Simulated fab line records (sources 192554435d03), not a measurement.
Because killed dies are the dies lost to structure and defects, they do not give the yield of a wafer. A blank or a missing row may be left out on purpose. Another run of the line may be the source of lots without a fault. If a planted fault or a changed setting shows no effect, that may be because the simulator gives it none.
The tool behind it: which one? || flow n5_finfet || 8 lots, 24 wafers sampled, at 1 step of a route of 1938

## WHAT THE GAUGES READ, wafer by wafer
N5_BEOL_M1_INSPECT_13: inspects for defects (brightfield).
{"lot": "L497", "measured": "day 6 01:30", "on": "defect_inspect-01", "raw_defect_count": "253 302 226"}
{"lot": "L500", "measured": "day 6 19:40", "on": "defect_inspect-02", "raw_defect_count": "356 411 343"}
{"lot": "L499", "measured": "day 6 22:37", "on": "defect_inspect-01", "raw_defect_count": "565 236 402"}
{"lot": "L501", "measured": "day 7 00:47", "on": "defect_inspect-02", "raw_defect_count": "287 256 327"}
{"lot": "L504", "measured": "day 8 09:01", "on": "defect_inspect-01", "raw_defect_count": "551 379 325"}
{"lot": "L517", "measured": "day 11 10:26", "on": "defect_inspect-01", "raw_defect_count": "335 297 372"}
{"lot": "L519", "measured": "day 11 19:30", "on": "defect_inspect-01", "raw_defect_count": "406 315 381"}
{"lot": "L520", "measured": "day 11 22:05", "on": "defect_inspect-01", "raw_defect_count": "274 456 230"}

## EACH LOT AND THE TOOL THAT RAN IT (in order: tool; ch and the chambers of the sampled wafers; start)
There is no process step in the record ahead of these readings.

## THE ANSWER, worked out from the rows above alone
Rule: the lots themselves supply what counts as usual. Put in order of their means at a reading, lots are off if they are a third of the lots or fewer, leave a main group of 4 or more, and stand apart from it by a gap of 3 or more times the standard deviation of the main group's means; of several such gaps the widest counts. A main group whose means are all the same, to the digits that the tables above print for the reading, isn't used. A lot without any number at a reading at which 4 lots or more have one is off too. The other lots that the step has rows for count as sound.
Nothing can be told from this: no lot is off at any reading shown.

## WHAT HAD BEEN PUT IN BY THE SIMULATOR
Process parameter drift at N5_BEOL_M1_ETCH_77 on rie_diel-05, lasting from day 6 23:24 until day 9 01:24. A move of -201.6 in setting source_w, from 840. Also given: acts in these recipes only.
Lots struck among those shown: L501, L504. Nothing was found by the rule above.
